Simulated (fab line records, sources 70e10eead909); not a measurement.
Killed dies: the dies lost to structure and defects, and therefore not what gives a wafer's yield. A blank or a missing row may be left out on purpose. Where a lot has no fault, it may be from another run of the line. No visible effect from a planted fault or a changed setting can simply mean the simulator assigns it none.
Code-filled problem report in 8D (eight disciplines) form    flow nandHarc    the parts of the form that need people (team, actions taken, sign-off) are left out

== 1. PROBLEM STATEMENT ==
Mean of killedAtArray at NHARC_END_SORT_01: 675 across 6 wafers in 2 lots; on wafers with no fault it is 29 (standard deviation 10). Relative to the usual mean, that is a shift of +65 standard deviations.
Earliest sighting: wafer L572.4 on prober-01 at day 24 16:58. The record has a number at this step for 6 wafers belonging to 2 lots. The rule behind "out" and "out of limits": a value lying over 4 standard deviations away from the usual mean. Any other wafer with a number is counted as sound.

== 2. WHAT THIS IS AND IS NOT ==
question                     is                         is not
which readings at this step  killedAtArray, killedDies  killedAtOther, killedAtPeriphery, killedOpen, killedShort
which lots                   L572, L573                 -
which wafers of those lots   all that have a number     -
read on which gauges         prober-01, prober-02       -
when                         from day 24 16:58          up to then (0 sound wafers)

== 3. THE SUSPECTS, EACH WITH WHAT RULES IT OUT ==
Counting: a tool at a process step up to the reading stays a suspect if it ran every lot that is out and no sound lot after the first of them.
- the gauge at NHARC_END_SORT_01 has been ruled out. Those wafers that are out were read across 2 gauges (prober-01, prober-02).
- pecvdOnon-03 at NHARC_A_ONON_D1_DEP_28 (target thk 1000 nm): kept. It ran every lot that is out, first L572 (day 12 22:47), and no sound lot after that.
The count leaves pecvdOnon-03 at NHARC_A_ONON_D1_DEP_28.

== 4. THE CAUSE (what the simulator had put in) ==
Entire step skipped (pecvdOnon-03, NHARC_A_ONON_D1_DEP_28), from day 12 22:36 onward. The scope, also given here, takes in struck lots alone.
Counting left only this tool.

== 5. THE CHAIN OF EFFECTS, in route order ==
Rows list readings where the struck wafers' mean (over those with a number) sits beyond 3 standard deviations from the usual. Readings are gone through only where the record gives a usual standard deviation; hours: the median, over the lots, of the time from a lot's start at the first step in this table giving one to that lot's start at this step; sigmas: the change measured in usual standard deviations.
hours  step               reading        usual  on struck wafers  change  sigmas
0      NHARC_END_SORT_01  killedAtArray  29     675               +646    +65
0      NHARC_END_SORT_01  killedDies     33     677               +644    +59
Readings that are blank on the struck wafers while sound wafers have them: n2FlowSccm at NHARC_A_ONON_D1_DEP_28; n2oFlowSccm at NHARC_A_ONON_D1_DEP_28.

== 6. WHAT WOULD HAVE CAUGHT IT SOONER ==
282 hours passed between the start of the fault at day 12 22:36 and the first reading out of limits at a measuring or inspecting step in this record, taken at day 24 16:58.
At NHARC_A_ONON_D1_DEP_28 the tool's readings are blank on the struck wafers, where sound wafers have them: an empty tool record is the first sign, and it was there at once.
Each of the lots that are out, 2 in all, had begun NHARC_A_ONON_D1_DEP_28 on pecvdOnon-03 no later than day 24 16:58. Had the tool been put on hold then, not one of them would have been saved.
